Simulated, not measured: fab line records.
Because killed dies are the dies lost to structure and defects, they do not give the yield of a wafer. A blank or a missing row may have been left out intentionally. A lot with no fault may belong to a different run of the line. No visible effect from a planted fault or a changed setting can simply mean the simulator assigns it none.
Chamber matching + flow n5 finfet + N5_BEOL_M15_TRENCH_ETCH_34 on rie diel-06 has 4 sister chambers
The step etches SiO2 in C4F8/O2/Ar, target depth 872.93 nm, time 199 s. 16 wafers are shown with their chamber, then 8 later ones without.

== WAFERS WITH THEIR CHAMBER ==
| wafer  | chamber | drypump motor current A (A) | throttle valve pct (%) | rf vpp V (V) |
|--------|---------|-----------------------------|------------------------|--------------|
| L830.2 | 0       | 5.9                         | 31.14                  | 2217         |
| L830.3 | 1       | 5.6                         | 31.08                  | 2191         |
| L830.6 | 1       | 5.6                         | 31.10                  | 2192         |
| L835.1 | 2       | 6.1                         | 30.54                  | 2249         |
| L835.4 | 0       | 5.9                         | 31.17                  | 2218         |
| L835.5 | 2       | 6.1                         | 30.53                  | 2248         |
| L836.1 | 2       | 6.1                         | 30.54                  | 2249         |
| L836.3 | 1       | 5.6                         | 31.11                  | 2190         |
| L836.5 | 1       | 5.6                         | 31.11                  | 2191         |
| L838.3 | 3       | 5.7                         | 31.17                  | 2228         |
| L838.4 | 0       | 5.9                         | 30.87                  | 2254         |
| L838.5 | 2       | 6.1                         | 30.56                  | 2247         |
| L841.2 | 3       | 5.7                         | 31.17                  | 2227         |
| L841.3 | 2       | 6.0                         | 30.53                  | 2247         |
| L841.5 | 0       | 5.9                         | 30.89                  | 2253         |
| L846.2 | 0       | 5.9                         | 30.87                  | 2252         |

SIGNATURES (averages over the wafers above)
| reading                 | chamber 0 | chamber 1 | chamber 2 | chamber 3 | scatter within a chamber |
|-------------------------|-----------|-----------|-----------|-----------|--------------------------|
| drypump motor current A | 5.900     | 5.600     | 6.080     | 5.700     | 0.0258                   |
| throttle valve pct      | 30.9880   | 31.1000   | 30.5400   | 31.1700   | 0.0889                   |
| rf vpp V                | 2238.80   | 2191.00   | 2248.00   | 2227.50   | 11.3                     |
Rule: a wafer lies at a distance from a chamber equal to the root of the sum of squares, over the readings, of (its reading less the chamber's mean, divided by the reading's scatter). The wafer belongs to the nearest chamber; if the next one is less than 2 further off, it can't be placed. How the scatter is found: for the shown wafers, subtract from each reading the mean of its chamber, square and add these, divide the total by (wafers less chambers), then take the root.

== WAFERS WITHOUT THEIR CHAMBER ==
| wafer  | drypump motor current A (A) | throttle valve pct (%) | rf vpp V (V) |
|--------|-----------------------------|------------------------|--------------|
| L846.3 | 5.6                         | 31.14                  | 2190         |
| L846.6 | 6.1                         | 30.54                  | 2246         |
| L849.2 | 5.9                         | 30.87                  | 2254         |
| L849.3 | 5.6                         | 31.14                  | 2188         |
| L849.5 | 5.7                         | 31.18                  | 2227         |
| L848.1 | 5.6                         | 31.13                  | 2189         |
| L848.2 | 5.7                         | 31.18                  | 2226         |
| L848.4 | 6.1                         | 30.57                  | 2245         |

== WHICH CHAMBER EACH ONE RAN IN ==
| wafer  | from the rows above | in truth |
|--------|---------------------|----------|
| L846.3 | 1                   | 1        |
| L846.6 | 2                   | 2        |
| L849.2 | 0                   | 0        |
| L849.3 | 1                   | 1        |
| L849.5 | 3                   | 3        |
| L848.1 | 1                   | 1        |
| L848.2 | 3                   | 3        |
| L848.4 | 2                   | 2        |
Correctly placed: 8 of 8. Number that these rows cannot place: 0. 0 placed wrongly.
